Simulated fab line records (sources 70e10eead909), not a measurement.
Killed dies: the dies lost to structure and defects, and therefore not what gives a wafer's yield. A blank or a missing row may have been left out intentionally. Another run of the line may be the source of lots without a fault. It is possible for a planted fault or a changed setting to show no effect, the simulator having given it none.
The tool behind it: which one? ; flow nand harc ; 11 lots with 33 wafers sampled at 7 steps, on a route of 1302 steps

== WHAT THE GAUGES SHOWED, per wafer ==
NHARC_P_BONDPAD_INSPECT_23. Usual: raw defect count at 333, with a standard deviation of 130.
lot;measured;on;raw defect count;flag
L765;day 6 17:51;defect inspect-01;638 237 481;
L767;day 7 11:01;defect inspect-01;502 351 378;
L769;day 8 13:59;defect inspect-01;274 325 294;
L771;day 9 12:40;defect inspect-01;175 293 278;
L772;day 9 12:54;defect inspect-01;327 383 269;
L777;day 11 10:20;defect inspect-02;238 354 328;
L778;day 12 01:08;defect inspect-01;303 177 287;
L779;day 13 03:06;defect inspect-02;294 405 300;
L786;day 15 09:15;defect inspect-01;388 299 287;
L787;day 16 00:28;defect inspect-01;334 187 424;
L788;day 16 03:11;defect inspect-02;501 287 448;

NHARC_A_ZERO_WELL_CD_MEAS_10 targets a cd of 2000 nm. Usual: cd nm at 1999.6 nm, with a standard deviation of 1.6.
lot;measured;on;cd nm (nm);flag
L765;day 6 19:09;cd sem-02;2001.8 1998.1 1997.6;
L767;day 7 12:20;cd sem-03;1999.0 1999.4 1999.2;
L769;day 8 15:11;cd sem-02;1999.1 2001.0 1998.2;
L771;day 9 13:59;cd sem-03;1999.3 2001.0 2001.2;
L772;day 9 14:12;cd sem-03;2002.3 1999.0 1999.8;
L777;day 11 11:31;cd sem-02;1996.5 1998.3 1999.2;
L778;day 12 02:22;cd sem-02;1999.2 1998.9 2000.6;
L779;day 13 04:24;cd sem-01;2000.3 1997.9 1996.8;
L786;day 15 10:34;cd sem-01;2001.2 1995.9 2001.4;
L787;day 16 01:46;cd sem-02;1998.4 2002.5 2001.0;
L788;day 16 04:24;cd sem-02;1998.6 2000.9 1998.2;

NHARC_A_ZERO_WELL_INSPECT_17. Usual: raw defect count at 10, with a standard deviation of 5.8.
lot;measured;on;raw defect count;flag
L765;day 6 20:38;defect inspect-01;13 26 17;
L767;day 7 13:48;defect inspect-01;17 20 13;
L769;day 8 16:40;defect inspect-01;6 4 7;
L771;day 9 15:26;defect inspect-01;6 8 4;
L772;day 9 15:40;defect inspect-02;10 16 10;
L777;day 11 12:58;defect inspect-01;6 11 10;
L778;day 12 03:50;defect inspect-02;17 10 20;
L779;day 13 05:52;defect inspect-01;13 4 9;
L786;day 15 12:01;defect inspect-02;316 306 322;OFF
L787;day 16 03:14;defect inspect-02;4 3 5;
L788;day 16 05:52;defect inspect-01;277 336 291;OFF

NHARC_A_SOURCE_PLATE_INSPECT_08. Usual: raw defect count at 55, with a standard deviation of 22.
lot;measured;on;raw defect count;flag
L765;day 7 20:02;defect inspect-01;89 64 71;
L767;day 8 13:51;defect inspect-02;45 45 61;
L769;day 9 15:19;defect inspect-01;54 50 35;
L771;day 10 10:51;defect inspect-01;57 66 66;
L772;day 10 10:50;defect inspect-02;39 47 37;
L777;day 12 09:42;defect inspect-02;51 37 71;
L778;day 13 00:02;defect inspect-02;66 37 59;
L779;day 14 03:43;defect inspect-02;27 29 34;
L786;day 16 07:53;defect inspect-01;367 312 370;OFF
L787;day 17 02:12;defect inspect-02;37 38 41;
L788;day 17 02:11;defect inspect-02;301 356 303;OFF

NHARC_END_SORT_01. Usual: killed at array 57, standard deviation 18; killed at other 0.8, standard deviation 1; killed at periphery 3.9, standard deviation 2.8; killed dies 62, standard deviation 18; killed open 3.4, standard deviation 1.8; killed short 2.2, standard deviation 1.6.
lot;measured;on;killed at array;killed at other;killed at periphery;killed dies;killed open;killed short;flag
L765;day 25 11:52;prober-02;58 67 78;2 0 2;0 1 1;60 68 81;1 1 3;1 0 2;
L767;day 26 03:23;prober-01;72 57 66;0 0 1;1 3 2;73 60 69;6 6 1;0 1 3;
L769;day 26 14:32;prober-02;41 46 54;3 1 0;5 14 10;49 61 64;3 2 6;4 7 1;
L771;day 27 08:34;prober-01;51 76 70;2 0 0;3 1 2;56 77 72;2 3 4;3 0 0;
L772;day 26 23:14;prober-01;45 45 40;2 1 1;0 5 2;47 51 43;4 2 3;0 1 1;
L777;day 29 12:42;prober-01;51 45 52;1 0 1;5 2 6;57 47 59;5 4 4;0 1 4;
L778;day 29 11:46;prober-02;49 39 41;0 0 0;1 5 2;50 44 43;2 4 3;1 1 2;
L779;day 30 08:52;prober-01;74 63 69;0 0 0;0 3 1;74 66 70;3 4 3;1 0 3;
L786;day 33 15:46;prober-01;74 106 66;0 0 1;9 9 8;83 115 75;3 2 3;4 3 5;
L787;day 34 13:55;prober-01;71 60 60;0 0 1;4 4 1;75 64 62;4 3 0;2 1 4;
L788;day 34 02:55;prober-02;88 153 118;1 0 1;2 2 3;91 155 122;3 1 5;2 1 5;OFF

== WHICH TOOL RAN EACH LOT (tool, then ch and the chambers of the sampled wafers, then the start) ==
lot;NHARC_A_ZERO_WELL_ETCH_19;NHARC_A_ZERO_WELL_ETCH_13
L765;rie diel-04 ch 1,2,3, day 6 19:26;rie si-03 ch 1,3, day 6 19:33
L767;rie diel-03 ch 1,2,3, day 7 12:36;rie si-03 ch 1,2,3, day 7 12:44
L769;rie diel-03 ch 1,2, day 8 15:25;rie si-03 ch 0,2, day 8 15:33
L771;rie diel-03 ch 0,3, day 9 14:13;rie si-01 ch 1,2,3, day 9 14:22
L772;rie diel-04 ch 1,2,3, day 9 14:28;rie si-06 ch 1,2, day 9 14:34
L777;rie diel-03 ch 0,2, day 11 11:46;rie si-01 ch 0,1,2, day 11 11:52
L778;rie diel-04 ch 0,2,3, day 12 02:37;rie si-03 ch 0,1,2, day 12 02:46
L779;rie diel-04 ch 0,3, day 13 04:39;rie si-03 ch 1,2,3, day 13 04:47
L786;rie diel-04 ch 1,3, day 15 10:49;rie si-01 ch 1,3, day 15 10:56
L787;rie diel-03 ch 0,1,3, day 16 02:02;rie si-03 ch 1,3, day 16 02:08
L788;rie diel-04 ch 2,3, day 16 04:39;rie si-06 ch 0,1,3, day 16 04:48
- NHARC_A_ZERO_WELL_ETCH_19: etches the open film in N2/H2, target depth 80 nm, overetch 24 nm, time 87.88 s.
- NHARC_A_ZERO_WELL_ETCH_13: etches the open film in HBr/Cl2, target depth 120 nm, time 40.1 s.

== AS READ BY THE TOOLS THEMSELVES (means over the sampled wafers that have a number; for cases with no such wafer, the mark the record gives instead) ==
NHARC_A_ZERO_WELL_ETCH_19. Usual: drypump motor current A 5.69 A, standard deviation 0.25; mfc ar sccm 0.006 sccm, standard deviation 0.0069; oes product au 1.001 a.u., standard deviation 0.011; rf vpp V 430.7 V, standard deviation 2.9; showerhead plenum p Torr 2.05 Torr, standard deviation 0.1; throttle valve pct 14.172 %, standard deviation 0.0082.
lot;tool;drypump motor current A (A);mfc ar sccm (sccm);oes product au (a.u.);rf vpp V (V);showerhead plenum p Torr (Torr);throttle valve pct (%);flag
L765;rie diel-04;5.67;0.004;0.993;430.6;2.06;14.159;
L767;rie diel-03;6.10;0.005;1.005;431.6;2.08;14.172;
L769;rie diel-03;6.23;0.005;1.006;430.8;2.06;14.177;
L771;rie diel-03;5.68;0.015;0.994;430.2;2.02;14.176;
L772;rie diel-04;5.66;0.004;1.003;430.7;2.06;14.170;
L777;rie diel-03;5.78;0.015;0.998;429.5;2.00;14.171;
L778;rie diel-04;5.60;0.004;1.006;430.5;2.04;14.168;
L779;rie diel-04;5.52;0.005;1.007;433.5;2.11;14.176;
L786;rie diel-04;5.58;0.005;1.008;433.0;2.13;14.179;
L787;rie diel-03;5.87;0.012;0.993;431.0;2.02;14.175;
L788;rie diel-04;5.57;0.007;0.994;432.7;2.13;14.171;

NHARC_A_ZERO_WELL_ETCH_13. Usual: drypump motor current A 5.6 A, standard deviation 0.5; oes product au 1.000 a.u., standard deviation 0.01; throttle valve pct 26.406 %, standard deviation 0.0094.
lot;tool;drypump motor current A (A);oes product au (a.u.);throttle valve pct (%);flag
L765;rie si-03;5.5;0.992;26.408;
L767;rie si-03;5.4;1.004;26.405;
L769;rie si-03;6.1;0.996;26.399;
L771;rie si-01;5.4;1.004;26.401;
L772;rie si-06;5.1;0.992;26.408;
L777;rie si-01;5.7;1.002;26.403;
L778;rie si-03;5.6;1.003;26.401;
L779;rie si-03;5.5;1.004;26.415;
L786;rie si-01;5.2;0.993;26.410;
L787;rie si-03;5.5;1.007;26.406;
L788;rie si-06;5.5;1.005;26.404;

== THE ANSWER, worked out from the rows above alone ==
Rule: lot off if the mean of its wafers having a number is beyond 3 standard deviations from the usual mean. A lot without any number at a reading at which 4 lots or more have one is off too. Where the step has rows for the other lots, those lots are counted as sound. First the gauges in route order, then the tools' own readings, where a lot's mean is used as printed above. The first step at which some lot is off is used, and at that step the reading that is off furthest; a lot without a number counts as furthest.
Off, at NHARC_A_ZERO_WELL_INSPECT_17 on raw defect count: L786, L788.
If a tool, at a process step before that reading, ran all the lots that are off and no sound lot after the first of them, it fits. Gauges at NHARC_A_ZERO_WELL_INSPECT_17: tried the same way as those tools. One fits: rie diel-04 at NHARC_A_ZERO_WELL_ETCH_19. A fault onset in the window from L779 (day 13 04:39, its last sound lot) to L786 (day 15 10:49, its first lot off) fits.

== WHAT THE SIMULATOR HAD PUT IN ==
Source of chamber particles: rie diel-04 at NHARC_A_ZERO_WELL_ETCH_19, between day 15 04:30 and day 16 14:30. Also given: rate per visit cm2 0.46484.
Struck lots among those shown: L786, L788. This agrees with what the rule above found.
